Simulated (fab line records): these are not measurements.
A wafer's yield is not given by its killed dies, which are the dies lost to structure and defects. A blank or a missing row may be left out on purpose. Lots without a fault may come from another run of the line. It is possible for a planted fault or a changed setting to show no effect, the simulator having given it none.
Lot-split experiment :: flow n5 finfet :: 7 lots, 21 wafers read, on a route of 1938 steps

== SPLIT DETAILS ==
At N5_BEOL_M13_COAT_65 (time 60 s, resist thk 350 nm), the setting spin rpm was moved away from the recipe's 1500 rpm on 8 of the 21 wafers read, by -5.1% to +5.5%. For the rest of the wafers, this setting stayed at what the recipe calls for.

The reading comes from the split's own step.

== THE READING ==
SOC_of_BEOL_M13_COAT_65.thk nm (the simulator's own value, which no gauge read), in nm, at N5_BEOL_M13_COAT_65 (time 60 s, resist thk 350 nm). The file does not state a usual value for it. Across the 13 wafers here that went through the recipe, the average is 351.3 nm and the standard deviation 1.1 nm.

wafer: L075.1
tool, chamber at the split: litho track-01, 0
spin rpm as run, rpm: 1500
against the recipe: recipe
SOC_of_BEOL_M13_COAT_65.thk nm, nm: 351
against lot-mates on the recipe: -

wafer: L075.4
tool, chamber at the split: litho track-01, 0
spin rpm as run, rpm: 1500
against the recipe: recipe
SOC_of_BEOL_M13_COAT_65.thk nm, nm: 352.4
against lot-mates on the recipe: -

wafer: L075.6
tool, chamber at the split: litho track-01, 0
spin rpm as run, rpm: 1500
against the recipe: recipe
SOC_of_BEOL_M13_COAT_65.thk nm, nm: 351.6
against lot-mates on the recipe: -

wafer: L077.1
tool, chamber at the split: litho track-04, 0
spin rpm as run, rpm: 1456
against the recipe: -2.9%
SOC_of_BEOL_M13_COAT_65.thk nm, nm: 356.2
against lot-mates on the recipe: +3.8

wafer: L077.4
tool, chamber at the split: litho track-04, 0
spin rpm as run, rpm: 1500
against the recipe: recipe
SOC_of_BEOL_M13_COAT_65.thk nm, nm: 352.4
against lot-mates on the recipe: -

wafer: L077.5
tool, chamber at the split: litho track-04, 0
spin rpm as run, rpm: 1456
against the recipe: -2.9%
SOC_of_BEOL_M13_COAT_65.thk nm, nm: 356.8
against lot-mates on the recipe: +4.4

wafer: L084.2
tool, chamber at the split: litho track-04, 0
spin rpm as run, rpm: 1500
against the recipe: recipe
SOC_of_BEOL_M13_COAT_65.thk nm, nm: 353
against lot-mates on the recipe: -

wafer: L084.4
tool, chamber at the split: litho track-04, 0
spin rpm as run, rpm: 1439
against the recipe: -4.1%
SOC_of_BEOL_M13_COAT_65.thk nm, nm: 360.4
against lot-mates on the recipe: +7.4

wafer: L084.6
tool, chamber at the split: litho track-04, 0
spin rpm as run, rpm: 1439
against the recipe: -4.1%
SOC_of_BEOL_M13_COAT_65.thk nm, nm: 360.8
against lot-mates on the recipe: +7.8

wafer: L090.1
tool, chamber at the split: litho track-04, 0
spin rpm as run, rpm: 1500
against the recipe: recipe
SOC_of_BEOL_M13_COAT_65.thk nm, nm: 351.2
against lot-mates on the recipe: -

wafer: L090.4
tool, chamber at the split: litho track-04, 0
spin rpm as run, rpm: 1500
against the recipe: recipe
SOC_of_BEOL_M13_COAT_65.thk nm, nm: 352
against lot-mates on the recipe: -

wafer: L090.5
tool, chamber at the split: litho track-04, 0
spin rpm as run, rpm: 1500
against the recipe: recipe
SOC_of_BEOL_M13_COAT_65.thk nm, nm: 351.6
against lot-mates on the recipe: -

wafer: L092.2
tool, chamber at the split: litho track-01, 0
spin rpm as run, rpm: 1583
against the recipe: +5.5%
SOC_of_BEOL_M13_COAT_65.thk nm, nm: 341.2
against lot-mates on the recipe: no lot-mate on the recipe

wafer: L092.5
tool, chamber at the split: litho track-01, 0
spin rpm as run, rpm: 1583
against the recipe: +5.5%
SOC_of_BEOL_M13_COAT_65.thk nm, nm: 341.2
against lot-mates on the recipe: no lot-mate on the recipe

wafer: L092.3
tool, chamber at the split: litho track-01, 0
spin rpm as run, rpm: 1583
against the recipe: +5.5%
SOC_of_BEOL_M13_COAT_65.thk nm, nm: 340.8
against lot-mates on the recipe: no lot-mate on the recipe

wafer: L097.3
tool, chamber at the split: litho track-04, 0
spin rpm as run, rpm: 1423
against the recipe: -5.1%
SOC_of_BEOL_M13_COAT_65.thk nm, nm: 359
against lot-mates on the recipe: +9.8

wafer: L097.4
tool, chamber at the split: litho track-04, 0
spin rpm as run, rpm: 1500
against the recipe: recipe
SOC_of_BEOL_M13_COAT_65.thk nm, nm: 348.8
against lot-mates on the recipe: -

wafer: L097.6
tool, chamber at the split: litho track-04, 0
spin rpm as run, rpm: 1500
against the recipe: recipe
SOC_of_BEOL_M13_COAT_65.thk nm, nm: 349.6
against lot-mates on the recipe: -

wafer: L095.2
tool, chamber at the split: litho track-02, 0
spin rpm as run, rpm: 1500
against the recipe: recipe
SOC_of_BEOL_M13_COAT_65.thk nm, nm: 351.4
against lot-mates on the recipe: -

wafer: L095.3
tool, chamber at the split: litho track-02, 0
spin rpm as run, rpm: 1500
against the recipe: recipe
SOC_of_BEOL_M13_COAT_65.thk nm, nm: 351.4
against lot-mates on the recipe: -

wafer: L095.6
tool, chamber at the split: litho track-02, 0
spin rpm as run, rpm: 1500
against the recipe: recipe
SOC_of_BEOL_M13_COAT_65.thk nm, nm: 351
against lot-mates on the recipe: -

THE FIT
A straight line over all 21 wafers: SOC_of_BEOL_M13_COAT_65.thk nm changes by -1.87 nm for each +1% of spin rpm; r = -0.98; the points scatter about the line by 1.1 nm.
The same after taking each lot's own level away (the mean of its wafers on the recipe; 18 wafers): -1.79 nm for each +1%; r = -0.99; scatter 0.57 nm.
According to that fit, moving spin rpm by its largest amount changes the reading by 9.9 nm.
Measured against the standard deviation above, the lots' own levels, which go from 349.20 to 353.00 nm, span 3.5 times it.
Consequently the slope shifts little with the lot-to-lot level, the two slopes agreeing.
Check: with one of the wafers moved furthest among these (-5.1%) left out of the fit, the line predicts +8.78 nm for it against its lot-mates. Against them it came out at +9.8 nm.

== ADDITIONAL SPLITS CARRIED BY THESE WAFERS ==
Before the reading, these wafers also passed through other splits. Each is held against what the fit with the lots' levels taken away leaves over:
other split on the same wafers: N5_BEOL_M10_COAT_63 spin rpm
wafers away from the commonest value: 4
r with SOC_of_BEOL_M13_COAT_65.thk nm (lot level and that fit taken away): +0.03

other split on the same wafers: N5_BEOL_M11_ILD_DEP_00 time s
wafers away from the commonest value: 7
r with SOC_of_BEOL_M13_COAT_65.thk nm (lot level and that fit taken away): -0.54

other split on the same wafers: N5_BEOL_M12_TRENCH_ETCH_34 time s
wafers away from the commonest value: 11
r with SOC_of_BEOL_M13_COAT_65.thk nm (lot level and that fit taken away): -0.27

other split on the same wafers: N5_BEOL_M12_SPUTTER_43 power w
wafers away from the commonest value: 6
r with SOC_of_BEOL_M13_COAT_65.thk nm (lot level and that fit taken away): +0.06

== FILE'S OWN FIT ==
SOC_of_BEOL_M13_COAT_65.thk nm changes by -1.81 nm for each +1% of spin rpm, r = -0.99.
